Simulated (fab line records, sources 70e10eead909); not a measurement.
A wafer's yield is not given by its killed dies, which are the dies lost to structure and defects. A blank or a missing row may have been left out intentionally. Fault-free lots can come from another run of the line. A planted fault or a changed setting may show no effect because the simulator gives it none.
Comparing a struck lot with a sound one    flow nandHarc    13 out of 1302 route steps
Sound: these wafers, L714.1, L714.4, L714.6. Struck: wafers L721.1, L721.3, L721.4. At the end, the cause is stated.
Per side, at each step with rows, come the tool, then ch with its chambers, and then its first start. Under that, the readings that differ: sound wafers    struck wafers    difference of the means    sigmas: that difference in standard deviations of wafers without a fault.
alike: readings whose means differ by less than 2 such deviations, and words and numbers that are the same on both sides. not compared: withheld readings, readings that some wafer has no value for, bounds like >300 that may hide the same value, and numbers for which the record gives no deviation and whose values overlap.
Wherever a step has rows on one side only, a row that says differs or no value, or a row with sigmas, the two part there. Non-overlapping numbers with no deviation appear without sigmas and do not part them. A reading that every wafer of one side lacks parts them only if that side has two wafers or more.

NHARC_A_STAIRCASE_TRIM_202: chemistry O2, time 211.2 s.
  sound: rieDiel-13 ch 2,3; struck: rieDiel-13 ch 0,1,3
  alike: drypumpMotorCurrentA, oesProductAu, rfVppV, showerheadPlenumPTorr, throttleValvePct
  not compared: rfHoursCounterH
NHARC_A_STAIRCASE_ETCH_203: etches the open film in C4F8/O2, target depth 100 nm, time 40.5 s.
  sound: rieDiel-13 ch 0,1,2; struck: rieDiel-13 ch 0,2,3
  alike: oesProductAu, rfVppV
  not compared: rfHoursCounterH
NHARC_A_STAIRCASE_STRIP_205: strips in O2.
  sound on plasmaAsher-02 ch 0,1, day 16 22:43; struck on plasmaAsher-02 ch 0,1, day 20 07:57
  alike: drypumpMotorCurrentA, heaterPowerW
  not compared: rfHoursCounterH
then, 8 steps without rows for these wafers: NHARC_A_STAIRCASE_STRIP_206 (strips in SPM, time 900 s); NHARC_A_STAIRCASE_PRECLEAN_207 (cleans in SC1); NHARC_A_STAIRCASE_SRD_208; NHARC_A_STAIRCASE_DEHYDRATE_209 (time 120 s); NHARC_A_STAIRCASE_HMDS_210 (time 30 s); NHARC_A_STAIRCASE_COAT_211; NHARC_A_STAIRCASE_SOFTBAKE_212 (time 170 s); NHARC_A_STAIRCASE_EBR_213.
NHARC_A_STAIRCASE_EXPOSE_214: exposes mask STAIR 3.
  sound on krfScanner-04 ch 0, day 16 23:52; struck on krfScanner-02 ch 0, day 20 09:10
reading                            sound                 struck             difference  sigmas
model.A_STAIRCASE.overlayXNm (nm)  -8.823 -8.823 -8.823  69.15 69.15 69.15  +77.97      
  alike: mask
then, 1 step without rows for these wafers: NHARC_A_STAIRCASE_PEB_215 (peb time 130 s).

== WHERE THEY PART ==
Nowhere in this record.

WHY: what the simulator had put in
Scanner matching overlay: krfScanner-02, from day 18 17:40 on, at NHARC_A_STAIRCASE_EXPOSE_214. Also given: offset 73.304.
